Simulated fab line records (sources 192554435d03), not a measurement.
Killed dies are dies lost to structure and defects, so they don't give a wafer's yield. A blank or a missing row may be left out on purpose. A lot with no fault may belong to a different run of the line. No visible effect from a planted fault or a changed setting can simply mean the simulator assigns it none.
fab line records ; flow n5-finfet ; part 1 of 2: steps 1 to 4 of 6
[record] lots = 23; wafers = 69; last-day = 18
route steps=1938 shown BEOL_M11@1573 BEOL_M12@1612
lots with no fault: from the same line, run without faults
start-h: start of the lot's first displayed wafer, in hours after the record's first day ; wait-h: hours elapsed since this lot's preceding step ; " as in the row above ; L1.1+2: one row covering several wafers at once ; - either no value or no given start ; * or withheld: withheld ; < > ~ a bound
route shown NAME@n: names a module that has steps shown in the file, with the first one's number in the route ; usual: mean and standard deviation over wafers with no fault ; same: alike in all rows ; chamber/n: place in a boat ; sites: per-site readings ; _std_site: the standard deviation of these ; _edge_site: inner sites' mean taken away from outer sites' mean ; radius-mm: for every site, how far away it sits from the centre of the wafer ; mask NAME#n: copy n ; behind: the most recent tool/chamber to have shaped the wafer ; hold: cause of the lot's hold/its duration in hours/its outcome ; device: the n, p or np transistor that did not switch ; end of line: the route-end tests of the same wafers ; a step given without rows: its recipe and nothing more ; killed: dies lost to structure and defects at the first sort, not the wafer's yield ; map: dies across one wafer; x = killed, . = not, _ = none there
set.NAME: the setting as run; set.NAME@STEP: as run at that earlier step ; model.NAME: the simulator's own value behind a step, which no gauge read
a sample of lots followed through the steps of the route, with each step as a table and each wafer as a row
services: the hour from which a tool's chamber was out of use, counted from the record's first day as start-h (under 0 if before that day), plus the number of hours and why
[[steps]]
[step N5_BEOL_M11_ETCH_66]
[recipe] chemistry = N2/H2; target = SOC; target-depth-a = 1200; overetch-a = 240; mask-material = SiARC; temp-c = 40; time-s = 180; ion-energy-ev = 200; pressure-mtorr = 30; source-w = 840; bias-w = 150; n2-flow-sccm = 200; h2-flow-sccm = 200
[usual] chamber-pressure-mTorr = 30.00/0.031; drypump-motor-current-A = 5.40/0.28; oes-product-au = 0.65/0.073; rf-vpp-V = 524.2/1.7; showerhead-plenum-p-Torr = 2.56/0.062; throttle-valve-pct = 17.84/0.3
lot.wafer;tool;chamber;start-h;wait-h;chamber-pressure-mTorr;drypump-motor-current-A;oes-product-au;rf-hours-counter-h;rf-vpp-V;showerhead-plenum-p-Torr;throttle-valve-pct
L075.2;rie-diel-03;2;234.69;0.0;30.01;5.27;0.54;247;522.6;2.50;18.14
L075.4;rie-diel-03;1;234.69;0.0;30.03;5.32;0.64;-;526.5;2.67;17.61
L075.5;rie-diel-03;0;234.69;0.0;29.96;5.94;0.58;-;523.7;2.51;17.53
L076.1;rie-diel-03;3;242.54;0.0;29.96;5.16;0.78;1;524.0;2.62;17.77
L076.4;rie-diel-03;0;242.54;0.0;30.05;5.95;0.58;211;522.0;2.51;17.54
L076.5;rie-diel-03;2;242.54;0.0;30.01;5.26;0.55;-;523.1;2.50;18.12
L074.2;rie-diel-06;2;245.15;0.0;30.01;5.91;0.60;206;524.4;2.54;18.47
L074.3;rie-diel-06;1;245.15;0.0;30.05;5.46;0.74;15;526.4;2.60;17.52
L074.6;rie-diel-06;1;245.15;0.0;29.99;5.45;0.74;-;525.1;2.60;17.52
L077.3;rie-diel-06;3;251.10;0.0;30.01;5.34;0.57;188;523.6;2.54;18.08
L077.5;rie-diel-06;3;251.10;0.0;29.99;5.31;0.57;-;523.8;2.54;18.09
L077.6;rie-diel-06;2;251.10;0.0;30.01;5.91;0.59;-;524.0;2.54;18.47
L079.2;rie-diel-03;2;274.37;0.0;30.00;5.23;0.78;2;522.5;2.50;17.68
L079.3;rie-diel-03;1;274.37;0.0;30.03;5.27;0.63;88;526.4;2.66;17.63
L079.6;rie-diel-03;0;274.37;0.0;29.99;5.92;0.56;-;523.3;2.50;17.54
L078.1;rie-diel-06;0;274.77;0.0;29.98;5.08;0.57;180;526.8;2.66;17.91
L078.2;rie-diel-06;2;274.77;0.0;30.01;5.90;0.58;215;523.8;2.54;18.49
L078.5;rie-diel-06;3;274.77;0.0;30.03;5.34;0.56;-;521.7;2.53;18.11
L082.3;rie-diel-03;3;281.38;0.0;29.98;5.15;0.74;11;525.2;2.62;17.80
L082.5;rie-diel-03;0;281.38;0.0;29.96;5.93;0.57;-;523.5;2.50;17.57
L082.6;rie-diel-03;3;281.38;0.0;30.03;5.17;0.75;-;526.0;2.62;17.82
L080.2;rie-diel-05;1;281.55;0.0;29.98;5.49;0.70;55;523.9;2.48;17.42
L080.3;rie-diel-05;0;281.55;0.0;30.01;5.02;0.76;20;525.3;2.62;17.87
L080.5;rie-diel-05;0;281.55;0.0;30.00;5.01;0.75;-;525.6;2.62;17.87
L081.1;rie-diel-05;0;283.41;0.0;30.01;5.01;0.75;20;524.4;2.62;17.87
L081.3;rie-diel-05;1;283.41;0.0;29.96;5.45;0.70;55;522.5;2.48;17.43
L081.6;rie-diel-05;1;283.41;0.0;30.03;5.42;0.71;-;521.6;2.48;17.41
L083.1;rie-diel-06;3;292.41;0.0;30.00;5.31;0.57;201;524.0;2.53;18.12
L083.2;rie-diel-06;2;292.41;0.0;29.97;5.90;0.58;220;523.2;2.54;18.48
L083.6;rie-diel-06;2;292.41;0.0;30.01;5.89;0.58;-;523.7;2.54;18.49
L085.1;rie-diel-05;1;292.79;0.0;30.00;5.49;0.69;58;522.8;2.48;17.44
L085.3;rie-diel-05;0;292.79;0.0;29.98;5.03;0.76;23;526.2;2.62;17.88
L085.6;rie-diel-05;1;292.79;0.0;29.97;5.49;0.69;-;522.2;2.48;17.42
L084.1;rie-diel-06;2;292.87;0.0;30.06;5.89;0.58;221;523.8;2.54;18.51
L084.4;rie-diel-06;1;292.87;0.0;29.98;5.47;0.71;-;524.9;2.60;17.55
L084.5;rie-diel-06;2;292.87;0.0;29.97;5.90;0.59;-;522.9;2.54;18.51
L087.2;rie-diel-05;0;313.68;0.0;30.00;5.01;0.74;30;523.9;2.62;17.89
L087.3;rie-diel-05;2;313.68;0.0;29.99;5.69;0.70;41;523.7;2.59;17.68
L087.5;rie-diel-05;3;313.68;0.0;30.05;5.31;0.56;-;524.0;2.51;18.03
L086.3;rie-diel-05;3;314.63;0.0;30.01;5.32;0.57;205;523.1;2.51;18.04
L086.4;rie-diel-05;0;314.63;0.0;30.01;5.02;0.74;30;525.8;2.62;17.89
L086.5;rie-diel-05;2;314.63;0.0;30.03;5.67;0.71;-;524.6;2.59;17.68
L088.3;rie-diel-05;0;316.64;0.0;29.97;5.04;0.73;31;525.3;2.62;17.87
L088.5;rie-diel-05;0;316.64;0.0;30.01;5.05;0.73;-;525.6;2.62;17.89
L088.6;rie-diel-05;3;316.64;0.0;30.00;5.33;0.57;-;522.9;2.51;18.03
L089.1;rie-diel-03;1;324.67;0.0;30.04;5.31;0.62;106;528.4;2.66;17.66
L089.2;rie-diel-03;2;324.67;0.0;30.02;5.21;0.73;19;522.0;2.49;17.71
L089.3;rie-diel-03;0;324.67;0.0;29.97;5.94;0.56;239;524.0;2.50;17.58
L090.2;rie-diel-03;1;332.43;0.0;29.95;5.28;0.62;108;525.6;2.65;17.66
L090.3;rie-diel-03;3;332.43;0.0;30.02;5.15;0.72;27;525.4;2.61;17.82
L090.4;rie-diel-03;2;332.43;0.0;29.84;5.24;0.72;21;524.6;2.49;17.71
L091.1;rie-diel-06;2;334.65;0.0;29.98;5.90;0.58;232;522.7;2.53;18.52
L091.2;rie-diel-06;3;334.65;0.0;30.02;5.34;0.56;214;522.8;2.52;18.13
L091.4;rie-diel-06;0;334.65;0.0;29.94;5.07;0.57;193;526.3;2.65;17.95
L092.1;rie-diel-06;3;340.60;0.0;29.97;5.31;0.56;216;522.9;2.52;18.14
L092.2;rie-diel-06;2;340.60;0.0;29.98;5.91;0.58;234;523.7;2.53;18.52
L092.3;rie-diel-06;0;340.60;0.0;30.00;5.11;0.57;194;525.6;2.65;17.96
L095.2;rie-diel-05;1;354.30;0.0;29.99;5.49;0.68;82;522.4;2.47;17.48
L095.3;rie-diel-05;0;354.30;0.0;30.02;5.02;0.72;42;525.2;2.61;17.93
L095.6;rie-diel-05;1;354.30;0.0;30.00;5.48;0.66;-;522.3;2.47;17.47
L096.1;rie-diel-05;2;370.11;0.0;30.05;5.70;0.69;57;524.5;2.58;17.71
L096.3;rie-diel-05;0;370.11;0.0;29.97;5.04;0.71;47;525.3;2.61;17.91
L096.4;rie-diel-05;3;370.11;0.0;29.99;5.30;0.56;221;522.7;2.50;18.05
L094.1;rie-diel-03;2;370.43;0.0;30.02;5.26;0.71;33;522.2;2.48;17.73
L094.4;rie-diel-03;3;370.43;0.0;29.98;5.15;0.70;-;525.6;2.61;17.84
L094.5;rie-diel-03;2;370.43;0.0;29.99;5.26;0.71;-;522.7;2.48;17.73
L097.3;rie-diel-06;1;377.70;0.0;30.06;5.44;0.67;54;525.2;2.59;17.60
L097.5;rie-diel-06;2;377.70;0.0;30.00;5.92;0.57;-;522.5;2.53;18.54
L097.6;rie-diel-06;3;377.70;0.0;29.98;5.34;0.56;-;521.4;2.52;18.17
[step N5_BEOL_M11_STRIP_77]
[recipe] chemistry = N2/H2; time-s = 10; power-w = 450; temp-c = 40; pressure-mtorr = 20; rf-frequency-hz = 6e+07; bias-power-w = 7; n2-flow-sccm = 200; h2-flow-sccm = 200
[usual] chamber-pressure-mTorr = 19.999/0.018; drypump-motor-current-A = 5.40/0.28; oes-product-au = 0.80/0.099; rf-vpp-V = 59.1/0.91; showerhead-plenum-p-Torr = 2.56/0.062; throttle-valve-pct = 23.7/0.38
lot.wafer;tool;chamber;start-h;wait-h;chamber-pressure-mTorr;drypump-motor-current-A;oes-product-au;rf-hours-counter-h;rf-vpp-V;showerhead-plenum-p-Torr;throttle-valve-pct
L075.2;rie-diel-03;2;-;-;20.030;5.26;0.67;247;59.4;2.50;24.0
L075.4;rie-diel-03;1;-;-;19.988;5.30;0.79;-;60.8;2.67;23.3
L075.5;rie-diel-03;0;-;-;20.018;5.95;0.70;-;58.3;2.50;23.2
L076.1;rie-diel-03;3;-;-;20.010;5.15;0.98;2;58.7;2.62;23.7
L076.4;rie-diel-03;0;-;-;19.995;5.95;0.70;211;60.3;2.50;23.2
L076.5;rie-diel-03;2;-;-;19.988;5.29;0.67;-;58.5;2.49;24.0
L074.2;rie-diel-06;2;-;-;19.973;5.91;0.73;206;57.4;2.54;24.5
L074.3;rie-diel-06;1;-;-;20.009;5.47;0.92;15;59.0;2.60;23.3
L074.6;rie-diel-06;1;-;-;20.000;5.43;0.91;-;59.2;2.60;23.3
L077.3;rie-diel-06;3;-;-;19.985;5.33;0.69;188;57.8;2.53;23.9
L077.5;rie-diel-06;3;-;-;19.989;5.33;0.68;-;59.2;2.53;24.0
L077.6;rie-diel-06;2;-;-;20.024;5.90;0.72;-;58.0;2.54;24.5
L079.2;rie-diel-03;2;-;-;20.013;5.22;0.95;2;59.5;2.49;23.6
L079.3;rie-diel-03;1;-;-;20.013;5.29;0.78;89;60.6;2.66;23.3
L079.6;rie-diel-03;0;-;-;20.007;5.93;0.69;-;59.4;2.50;23.2
L078.1;rie-diel-06;0;-;-;19.997;5.07;0.71;180;59.4;2.65;23.7
L078.2;rie-diel-06;2;-;-;20.002;5.91;0.71;216;59.2;2.54;24.5
L078.5;rie-diel-06;3;-;-;19.981;5.32;0.69;-;60.0;2.53;24.0
L082.3;rie-diel-03;3;-;-;20.023;5.17;0.95;12;58.7;2.61;23.7
L082.5;rie-diel-03;0;-;-;20.014;5.93;0.69;-;58.5;2.50;23.2
L082.6;rie-diel-03;3;-;-;19.990;5.16;0.94;-;58.7;2.61;23.7
L080.2;rie-diel-05;1;-;-;19.995;5.46;0.88;55;58.0;2.47;23.2
L080.3;rie-diel-05;0;-;-;19.962;5.05;0.95;20;60.9;2.62;23.7
L080.5;rie-diel-05;0;-;-;19.995;5.05;0.95;-;57.3;2.62;23.8
L081.1;rie-diel-05;0;-;-;19.978;5.01;0.95;21;58.0;2.62;23.8
L081.3;rie-diel-05;1;-;-;20.007;5.50;0.88;56;59.9;2.47;23.2
L081.6;rie-diel-05;1;-;-;20.007;5.48;0.88;-;59.5;2.47;23.3
L083.1;rie-diel-06;3;-;-;20.001;5.33;0.69;201;59.5;2.53;24.0
L083.2;rie-diel-06;2;-;-;19.994;5.90;0.73;221;59.8;2.53;24.5
L083.6;rie-diel-06;2;-;-;19.997;5.90;0.72;-;59.7;2.53;24.6
L085.1;rie-diel-05;1;-;-;19.995;5.46;0.87;59;59.4;2.47;23.3
L085.3;rie-diel-05;0;-;-;19.996;5.01;0.94;23;60.5;2.61;23.8
L085.6;rie-diel-05;1;-;-;19.987;5.45;0.87;-;58.4;2.47;23.3
L084.1;rie-diel-06;2;-;-;20.028;5.91;0.72;221;58.7;2.53;24.5
L084.4;rie-diel-06;1;-;-;20.024;5.43;0.89;-;59.2;2.59;23.3
L084.5;rie-diel-06;2;-;-;20.020;5.91;0.72;-;58.7;2.53;24.5
L087.2;rie-diel-05;0;-;-;20.002;5.01;0.93;30;58.8;2.61;23.8
L087.3;rie-diel-05;2;-;-;19.998;5.72;0.87;41;59.5;2.59;23.7
L087.5;rie-diel-05;3;-;-;20.005;5.31;0.69;-;60.5;2.51;24.0
L086.3;rie-diel-05;3;-;-;20.012;5.31;0.71;205;58.9;2.51;23.9
L086.4;rie-diel-05;0;-;-;19.956;5.00;0.94;30;60.7;2.61;23.8
L086.5;rie-diel-05;2;-;-;19.991;5.71;0.88;-;59.7;2.59;23.7
L088.3;rie-diel-05;0;-;-;20.031;5.03;0.93;31;58.8;2.61;23.8
L088.5;rie-diel-05;0;-;-;19.994;5.01;0.93;-;57.5;2.61;23.8
L088.6;rie-diel-05;3;-;-;19.986;5.33;0.71;-;61.1;2.51;23.9
L089.1;rie-diel-03;1;-;-;19.984;5.28;0.77;106;58.6;2.65;23.4
L089.2;rie-diel-03;2;-;-;19.987;5.30;0.91;19;57.7;2.49;23.7
L089.3;rie-diel-03;0;-;-;19.994;5.94;0.69;239;58.5;2.49;23.2
L090.2;rie-diel-03;1;-;-;20.003;5.28;0.76;108;58.8;2.65;23.4
L090.3;rie-diel-03;3;-;-;19.991;5.15;0.91;27;59.4;2.61;23.7
L090.4;rie-diel-03;2;-;-;19.998;5.26;0.90;21;57.6;2.49;23.7
L091.1;rie-diel-06;2;-;-;19.999;5.90;0.71;232;58.5;2.53;24.6
L091.2;rie-diel-06;3;-;-;19.973;5.29;0.67;214;59.1;2.52;24.0
L091.4;rie-diel-06;0;-;-;19.972;5.10;0.71;193;59.4;2.65;23.8
L092.1;rie-diel-06;3;-;-;20.018;5.32;0.67;216;59.8;2.52;24.0
L092.2;rie-diel-06;2;-;-;19.977;5.91;0.70;234;57.9;2.53;24.6
L092.3;rie-diel-06;0;-;-;19.998;5.10;0.70;194;58.4;2.65;23.8
L095.2;rie-diel-05;1;-;-;20.033;5.45;0.84;82;58.6;2.46;23.3
L095.3;rie-diel-05;0;-;-;19.996;5.02;0.91;43;60.5;2.61;23.8
L095.6;rie-diel-05;1;-;-;19.977;5.47;0.83;-;58.4;2.46;23.3
L096.1;rie-diel-05;3;-;-;20.013;5.30;0.68;222;58.8;2.50;24.0
L096.3;rie-diel-05;1;-;-;20.024;5.44;0.83;86;58.7;2.46;23.3
L096.4;rie-diel-05;2;-;-;19.974;5.69;0.86;57;60.0;2.58;23.7
L094.1;rie-diel-03;2;-;-;19.997;5.24;0.88;33;57.7;2.48;23.7
L094.4;rie-diel-03;3;-;-;20.003;5.15;0.87;-;59.0;2.60;23.7
L094.5;rie-diel-03;2;-;-;20.023;5.27;0.88;-;59.6;2.48;23.7
L097.3;rie-diel-06;1;-;-;19.973;5.48;0.86;54;57.6;2.58;23.3
L097.5;rie-diel-06;2;-;-;20.010;5.89;0.70;-;58.4;2.52;24.6
L097.6;rie-diel-06;3;-;-;19.982;5.34;0.67;-;59.6;2.51;24.0
[step N5_BEOL_M12_CD_MEAS_10]
[recipe] target-cd-nm = 140; landing-energy-ev = 500; detector = se-inlens; polarity = opening
[usual] cd-nm = 139.3/2
lot.wafer;tool;chamber;start-h;wait-h;cd-nm
L075.2;cd-sem-02;0;239.37;-;140.6
L075.4;cd-sem-02;0;239.37;-;141.3
L075.5;cd-sem-02;0;239.37;-;140.6
L076.1;cd-sem-01;0;247.42;-;139.4
L076.4;cd-sem-01;0;247.42;-;138.2
L076.5;cd-sem-01;0;247.42;-;138.0
L074.2;cd-sem-02;0;248.41;-;139.1
L074.3;cd-sem-02;0;248.41;-;141.0
L074.6;cd-sem-02;0;248.41;-;138.9
L077.3;cd-sem-02;0;254.40;-;142.2
L077.5;cd-sem-02;0;254.40;-;140.1
L077.6;cd-sem-02;0;254.40;-;137.8
L079.2;cd-sem-02;0;278.20;-;139.2
L079.3;cd-sem-02;0;278.20;-;140.4
L079.6;cd-sem-02;0;278.20;-;145.6
L078.1;cd-sem-01;0;280.63;-;138.8
L078.2;cd-sem-01;0;280.63;-;137.5
L078.5;cd-sem-01;0;280.63;-;139.9
L082.3;cd-sem-03;0;285.00;-;137.7
L082.5;cd-sem-03;0;285.00;-;140.3
L082.6;cd-sem-03;0;285.00;-;140.3
L080.2;cd-sem-01;0;285.78;-;138.4
L080.3;cd-sem-01;0;285.78;-;141.6
L080.5;cd-sem-01;0;285.78;-;136.9
L081.1;cd-sem-03;0;286.95;-;140.9
L081.3;cd-sem-03;0;286.95;-;139.7
L081.6;cd-sem-03;0;286.95;-;141.4
L083.1;cd-sem-02;0;297.63;-;137.5
L083.2;cd-sem-02;0;297.63;-;136.8
L083.6;cd-sem-02;0;297.63;-;136.9
L085.1;cd-sem-02;0;297.95;-;137.5
L085.3;cd-sem-02;0;297.95;-;141.8
L085.6;cd-sem-02;0;297.95;-;139.5
L084.1;cd-sem-03;0;298.66;-;138.5
L084.4;cd-sem-03;0;298.66;-;137.4
L084.5;cd-sem-03;0;298.66;-;135.0
L087.2;cd-sem-02;0;318.17;-;136.7
L087.3;cd-sem-02;0;318.17;-;137.2
L087.5;cd-sem-02;0;318.17;-;140.9
L086.3;cd-sem-03;0;319.35;-;142.4
L086.4;cd-sem-03;0;319.35;-;141.2
L086.5;cd-sem-03;0;319.35;-;138.8
L088.3;cd-sem-02;0;322.52;-;138.6
L088.5;cd-sem-02;0;322.52;-;138.4
L088.6;cd-sem-02;0;322.52;-;139.9
L089.1;cd-sem-03;0;328.50;-;138.9
L089.2;cd-sem-03;0;328.50;-;142.0
L089.3;cd-sem-03;0;328.50;-;138.7
L090.2;cd-sem-03;0;337.35;-;136.2
L090.3;cd-sem-03;0;337.35;-;139.1
L090.4;cd-sem-03;0;337.35;-;140.0
L091.1;cd-sem-02;0;338.05;-;138.9
L091.2;cd-sem-02;0;338.05;-;141.5
L091.4;cd-sem-02;0;338.05;-;138.2
L092.1;cd-sem-02;0;344.53;-;141.2
L092.2;cd-sem-02;0;344.53;-;138.8
L092.3;cd-sem-02;0;344.53;-;138.5
L095.2;cd-sem-01;0;357.67;-;140.5
L095.3;cd-sem-01;0;357.67;-;136.4
L095.6;cd-sem-01;0;357.67;-;141.7
L096.1;cd-sem-01;0;374.18;-;141.3
L096.3;cd-sem-01;0;374.18;-;138.8
L096.4;cd-sem-01;0;374.18;-;138.2
L094.1;cd-sem-01;0;374.34;-;136.2
L094.4;cd-sem-01;0;374.34;-;139.5
L094.5;cd-sem-01;0;374.34;-;138.3
L097.3;cd-sem-03;0;383.44;-;138.1
L097.5;cd-sem-03;0;383.44;-;137.1
L097.6;cd-sem-03;0;383.44;-;136.8
[step N5_BEOL_M12_STRIP_63]
[recipe] chemistry = N2/H2; power-w = 1000; temp-c = 250; h2-frac = 0.65; overash-fraction = 0.3; pressure-mtorr = 1000; n2-flow-sccm = 1750; h2-flow-sccm = 3250
[usual] chamber-pressure-mTorr = 999.9/0.94; drypump-motor-current-A = 5.8/0.54; heater-power-w = 357/43; oes-product-au = 0.693/0.0046; strip-time-to-endpoint-s = 42.3/0.74
lot.wafer;tool;chamber;start-h;wait-h;chamber-pressure-mTorr;drypump-motor-current-A;heater-power-w;oes-product-au;rf-hours-counter-h;strip-time-to-endpoint-s
L075.2;plasma-asher-02;0;239.92;-;1001.4;4.8;333;0.692;120;42.8
L075.4;plasma-asher-02;1;239.92;-;999.8;5.6;339;0.691;-;42.8
L075.5;plasma-asher-02;0;239.92;-;998.9;4.8;328;0.693;-;42.4
L076.1;plasma-asher-02;0;247.79;-;1001.2;4.8;319;0.689;122;43.0
L076.4;plasma-asher-02;0;247.79;-;1000.2;4.8;325;0.698;-;41.9
L076.5;plasma-asher-02;0;247.79;-;999.3;4.8;323;0.692;-;42.5
L074.2;plasma-asher-01;0;248.79;-;999.7;6.3;426;0.696;72;42.7
L074.3;plasma-asher-01;0;248.79;-;1000.3;6.2;417;0.686;-;42.3
L074.6;plasma-asher-01;0;248.79;-;999.3;6.2;423;0.682;-;41.8
L077.3;plasma-asher-02;0;254.80;-;1000.2;4.8;327;0.690;-;43.0
L077.5;plasma-asher-02;0;254.80;-;998.2;4.8;335;0.691;-;42.1
L077.6;plasma-asher-02;1;254.80;-;1000.9;5.6;344;0.685;-;42.1
L079.2;plasma-asher-02;1;278.69;-;999.5;5.6;341;0.698;127;42.5
L079.3;plasma-asher-02;1;278.69;-;999.2;5.6;331;0.695;-;43.3
L079.6;plasma-asher-02;0;278.69;-;1000.6;4.8;328;0.692;-;41.9
L078.1;plasma-asher-01;1;281.01;-;1001.4;6.0;327;0.687;79;42.6
L078.2;plasma-asher-01;0;281.01;-;1001.3;6.3;428;0.692;79;42.5
L078.5;plasma-asher-01;1;281.01;-;999.3;6.0;324;0.688;-;42.2
L082.3;plasma-asher-02;0;285.39;-;998.4;4.8;335;0.698;-;41.8
L082.5;plasma-asher-02;0;285.39;-;999.6;4.8;333;0.689;-;42.0
L082.6;plasma-asher-02;1;285.39;-;999.7;5.6;340;0.696;-;42.5
L080.2;plasma-asher-02;0;286.15;-;1000.6;4.8;324;0.691;129;42.2
L080.3;plasma-asher-02;1;286.15;-;999.9;5.6;343;0.691;-;41.8
L080.5;plasma-asher-02;0;286.15;-;999.4;4.8;333;0.687;-;42.4
L081.1;plasma-asher-02;0;287.40;-;1000.9;4.8;321;0.690;129;44.1
L081.3;plasma-asher-02;0;287.40;-;1000.2;4.8;331;0.692;-;43.8
L081.6;plasma-asher-02;1;287.40;-;1000.3;5.6;338;0.692;-;43.7
L083.1;plasma-asher-02;1;298.01;-;998.6;5.6;338;0.697;131;42.3
L083.2;plasma-asher-02;0;298.01;-;999.4;4.8;326;0.696;131;42.4
L083.6;plasma-asher-02;0;298.01;-;998.9;4.8;321;0.685;-;40.9
L085.1;plasma-asher-01;0;298.33;-;1000.1;6.3;422;0.696;82;43.0
L085.3;plasma-asher-01;1;298.33;-;999.9;6.0;321;0.691;-;43.4
L085.6;plasma-asher-01;0;298.33;-;1001.2;6.3;421;0.691;-;42.1
L084.1;plasma-asher-01;1;299.17;-;1000.1;6.0;326;0.692;83;43.0
L084.4;plasma-asher-01;0;299.17;-;999.8;6.3;427;0.696;-;41.9
L084.5;plasma-asher-01;1;299.17;-;1001.4;6.0;321;0.698;-;41.8
L087.2;plasma-asher-01;1;318.81;-;1001.3;6.0;316;0.702;87;42.6
L087.3;plasma-asher-01;0;318.81;-;1000.3;6.2;431;0.689;-;43.5
L087.5;plasma-asher-01;1;318.81;-;999.5;6.0;324;0.695;-;42.6
L086.3;plasma-asher-01;1;319.75;-;998.0;6.0;319;0.697;-;41.5
L086.4;plasma-asher-01;0;319.75;-;999.2;6.3;420;0.681;-;42.1
L086.5;plasma-asher-01;0;319.75;-;999.0;6.3;422;0.692;-;41.1
L088.3;plasma-asher-01;1;323.02;-;998.7;6.0;329;0.696;-;41.8
L088.5;plasma-asher-01;1;323.02;-;1000.6;6.0;322;0.692;-;42.1
L088.6;plasma-asher-01;0;323.02;-;999.2;6.3;425;0.695;-;41.4
L089.1;plasma-asher-01;1;328.88;-;1000.4;6.0;330;0.692;89;43.2
L089.2;plasma-asher-01;0;328.88;-;1001.0;6.2;418;0.695;89;43.9
L089.3;plasma-asher-01;0;328.88;-;998.9;6.3;425;0.686;-;43.1
L090.2;plasma-asher-01;0;337.72;-;999.6;6.3;425;0.697;91;41.1
L090.3;plasma-asher-01;1;337.72;-;1000.3;6.0;321;0.693;-;42.8
L090.4;plasma-asher-01;0;337.72;-;998.4;6.3;430;0.690;-;40.5
L091.1;plasma-asher-01;0;338.43;-;999.1;6.3;422;0.689;91;42.4
L091.2;plasma-asher-01;1;338.43;-;999.7;6.0;317;0.687;91;43.4
L091.4;plasma-asher-01;1;338.43;-;1000.8;6.0;327;0.698;-;42.6
L092.1;plasma-asher-01;1;344.91;-;999.9;6.0;322;0.691;92;42.9
L092.2;plasma-asher-01;0;344.91;-;1000.3;6.2;428;0.691;92;42.6
L092.3;plasma-asher-01;1;344.91;-;999.3;6.0;329;0.698;-;42.5
L095.2;plasma-asher-02;0;358.04;-;1000.1;4.8;333;0.690;143;42.0
L095.3;plasma-asher-02;0;358.04;-;1000.5;4.8;328;0.687;-;42.6
L095.6;plasma-asher-02;1;358.04;-;999.3;5.6;344;0.698;-;41.8
L096.1;plasma-asher-02;0;374.55;-;998.3;4.8;322;0.688;147;43.0
L096.3;plasma-asher-02;0;374.55;-;1000.1;4.8;337;0.694;-;42.6
L096.4;plasma-asher-02;1;374.55;-;998.7;5.6;338;0.692;-;41.8
L094.1;plasma-asher-01;0;374.81;-;999.4;6.2;414;0.699;97;42.6
L094.4;plasma-asher-01;0;374.81;-;1000.3;6.3;423;0.690;-;41.6
L094.5;plasma-asher-01;0;374.81;-;1000.8;6.3;419;0.691;-;41.1
L097.3;plasma-asher-01;1;383.83;-;999.4;6.0;331;0.698;-;43.2
L097.5;plasma-asher-01;0;383.83;-;999.4;6.2;425;0.685;-;42.2
L097.6;plasma-asher-01;1;383.83;-;1000.0;6.0;321;0.688;-;41.8
